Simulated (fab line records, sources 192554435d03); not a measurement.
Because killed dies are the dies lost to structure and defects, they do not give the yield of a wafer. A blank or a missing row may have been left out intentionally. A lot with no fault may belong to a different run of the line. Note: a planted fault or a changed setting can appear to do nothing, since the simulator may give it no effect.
The tool behind it: which one? | flow n5 finfet | 17 wafers from 6 lots sampled at 2 of the route's 1938 steps

WHAT THE GAUGES READ, wafer by wafer
N5_ZERO_LAYER_INSPECT_20: inspects for defects (darkfield).
lot  | measured    | on                | raw defect count
L389 | day 1 19:35 | defect inspect-01 | 14 24 25
L395 | day 3 07:26 | defect inspect-01 | 39 43 18
L397 | day 3 19:44 | defect inspect-01 | 38 44 42
L399 | day 4 07:41 | defect inspect-01 | 33 31 3
L402 | day 5 01:23 | defect inspect-02 | 51 30 32
L410 | day 7 01:16 | defect inspect-01 | 48 41

EACH LOT AND THE TOOL THAT RAN IT (in order: tool; ch and the chambers of the sampled wafers; start)
lot  | N5_ZERO_LAYER_PECVD_02
L389 | pecvd-01 ch 0,1,2, day 1 18:17
L395 | pecvd-02 ch 0,1, day 3 06:17
L397 | pecvd-04 ch 1,2, day 3 18:17
L399 | pecvd-04 ch 0,1,2, day 4 06:29
L402 | pecvd-01 ch 0,1,2, day 5 00:17
L410 | pecvd-04 ch 0, day 7 00:17
- N5_ZERO_LAYER_PECVD_02: deposits SiO2 from SiH4/N2O, target thk 10 nm, time 6 s.

THE ANSWER, worked out from the rows above alone
Rule: the lots themselves supply what counts as usual. The widest of any qualifying gaps counts: lots, ordered by their means at a reading, are off when they make up no more than a third of the lots, leave a main group of 4 or more, and stand apart from it by 3 or more times the standard deviation of that group's means. If all means in a main group match to the digits the tables above print for the reading, that group is not used. Also off: a lot with no number at a reading for which 4 or more lots have one. All remaining lots with rows at the step are treated as sound.
No lot is off on any of the readings shown, so nothing can be concluded from this.

WHAT THE SIMULATOR HAD INSERTED
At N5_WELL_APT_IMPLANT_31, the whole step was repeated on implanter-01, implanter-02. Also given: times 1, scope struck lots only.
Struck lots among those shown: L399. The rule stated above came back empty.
